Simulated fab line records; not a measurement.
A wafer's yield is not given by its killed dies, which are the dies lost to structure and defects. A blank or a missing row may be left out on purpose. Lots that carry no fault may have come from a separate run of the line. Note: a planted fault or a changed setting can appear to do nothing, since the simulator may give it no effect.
Matching of chambers	flow nand-harc	4 sister chambers for NHARC_A_STAIRCASE_TRIM_220 on rie-diel-13
The step chemistry O2, time 211.2 s. 8 wafers are shown with their chamber, then 12 later ones without.

WAFERS, EACH WITH ITS CHAMBER
wafer	chamber	drypump-motor-current-A (A)	showerhead-plenum-p-Torr (Torr)
L079.4	0	5.4	3.56
L082.4	0	5.4	3.55
L085.6	3	6.2	3.47
L086.4	3	6.3	3.47
L086.6	2	5.9	3.43
L089.2	2	5.9	3.42
L089.4	1	5.7	3.42
L089.5	1	5.6	3.42

WAFERS WITH NO CHAMBER GIVEN
wafer	drypump-motor-current-A (A)	showerhead-plenum-p-Torr (Torr)
L092.1	5.9	3.42
L092.3	5.7	3.41
L092.5	5.6	3.41
L095.1	5.4	3.53
L095.4	5.7	3.41
L095.5	6.3	3.45
L096.4	5.7	3.41
L096.5	5.4	3.53
L096.6	6.2	3.45
L097.1	5.4	3.53
L097.3	5.9	3.41
L097.4	5.3	3.53

THE CHAMBER EACH PASSED THROUGH
wafer	from the rows above	in truth
L092.1	2	2
L092.3	1	1
L092.5	1	1
L095.1	0	0
L095.4	1	1
L095.5	3	3
L096.4	1	1
L096.5	0	0
L096.6	3	3
L097.1	0	0
L097.3	2	2
L097.4	0	0
Placed correctly: 12 of 12. Left unplaced by these rows: 0. Number placed wrongly: 0.
How it was worked out, from the rows above alone: a wafer's distance from a chamber is the root of the sum, over the readings, of the square of ((its reading less the chamber's mean) divided by the reading's scatter). The wafer belongs to the nearest chamber; if the next one is less than 2 further off, it can't be placed. Each chamber's mean is taken over the wafers shown for it. The scatter: take each reading less its chamber's mean, square it, sum over the shown wafers, divide by the number of wafers less the number of chambers, and take the root.
